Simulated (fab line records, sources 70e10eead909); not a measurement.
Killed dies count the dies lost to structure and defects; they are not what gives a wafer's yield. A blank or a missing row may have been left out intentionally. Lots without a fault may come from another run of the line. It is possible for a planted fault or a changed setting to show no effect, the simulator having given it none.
Which tool was responsible? | flow nand_harc | 6 lots, 18 wafers sampled, at 4 steps of a route of 1302

WHAT EACH GAUGE READ, for each wafer
NHARC_P_M0_CD_MEAS_09: the cd target is 90 nm.
lot  | measured     | on        | cd_nm (nm)
L489 | day 6 10:16  | cd_sem-01 | 89.7 89.9 89.8
L494 | day 8 11:00  | cd_sem-02 | 89.2 89.2 89.5
L497 | day 10 04:19 | cd_sem-03 | 89.9 89.8 90.5
L500 | day 10 19:49 | cd_sem-02 | 90.4 89.3 88.9
L502 | day 12 07:10 | cd_sem-03 | 90.4 89.9 90.2
L510 | day 15 05:13 | cd_sem-01 | 82.2 82.1 83.0

EACH LOT AND THE TOOL THAT RAN IT (in order: tool; ch and the chambers of the sampled wafers; start)
lot  | NHARC_P_CONTACT_DEP_30        | NHARC_P_CONTACT_PVD_32                  | NHARC_P_M0_PEB_07
L489 | pecvd-04 ch 0,1, day 6 04:22  | pvd_sputter-03, day 6 10:11 or earlier  | litho_track-06 ch 0, day 6 10:11
L494 | pecvd-01 ch 0,2, day 8 05:26  | pvd_sputter-01, day 8 10:55 or earlier  | litho_track-06 ch 0, day 8 10:55
L497 | pecvd-02 ch 1,2, day 9 22:37  | pvd_sputter-03, day 10 04:14 or earlier | litho_track-01 ch 0, day 10 04:14
L500 | pecvd-01 ch 1,2, day 10 13:50 | pvd_sputter-03, day 10 19:44 or earlier | litho_track-06 ch 0, day 10 19:44
L502 | pecvd-02 ch 0,1, day 12 00:59 | pvd_sputter-03, day 12 07:05 or earlier | litho_track-01 ch 0, day 12 07:05
L510 | pecvd-02 ch 0,1, day 14 23:15 | pvd_sputter-03, day 15 05:08 or earlier | litho_track-01 ch 0, day 15 05:08
- NHARC_P_CONTACT_DEP_30: deposits SiNx, target thk 30 nm.
- NHARC_P_CONTACT_PVD_32: deposits Ti, target thk 5 nm, time 17.7 s.
- NHARC_P_M0_PEB_07: peb time 65 s.

THE ANSWER, worked out from the rows above alone
Rule: what is usual is taken from the lots themselves. The widest of any qualifying gaps counts: lots, ordered by their means at a reading, are off when they make up no more than a third of the lots, leave a main group of 4 or more, and stand apart from it by 3 or more times the standard deviation of that group's means. A main group is skipped when, at the precision printed for the reading in the tables above, its means are all equal. A lot without any number at a reading at which 4 lots or more have one is off too. All remaining lots with rows at the step are treated as sound.
Off at NHARC_P_M0_CD_MEAS_09 (cd_nm): L510. Main group: mean 89.8 nm, sd 0.32.
If a tool, at a process step before that reading, ran all the lots that are off and no sound lot after the first of them, it fits. Those tools and the gauges at NHARC_P_M0_CD_MEAS_09 are tried in the same way. Because NHARC_P_CONTACT_PVD_32 lacks a start for some lots, the hours and order of its lots are taken from NHARC_P_M0_PEB_07. Can't be told from this: 4 tools fit, pecvd-02 at NHARC_P_CONTACT_DEP_30, pvd_sputter-03 at NHARC_P_CONTACT_PVD_32, litho_track-01 at NHARC_P_M0_PEB_07, cd_sem-01 at NHARC_P_M0_CD_MEAS_09.

WHAT WAS PUT IN BY THE SIMULATOR
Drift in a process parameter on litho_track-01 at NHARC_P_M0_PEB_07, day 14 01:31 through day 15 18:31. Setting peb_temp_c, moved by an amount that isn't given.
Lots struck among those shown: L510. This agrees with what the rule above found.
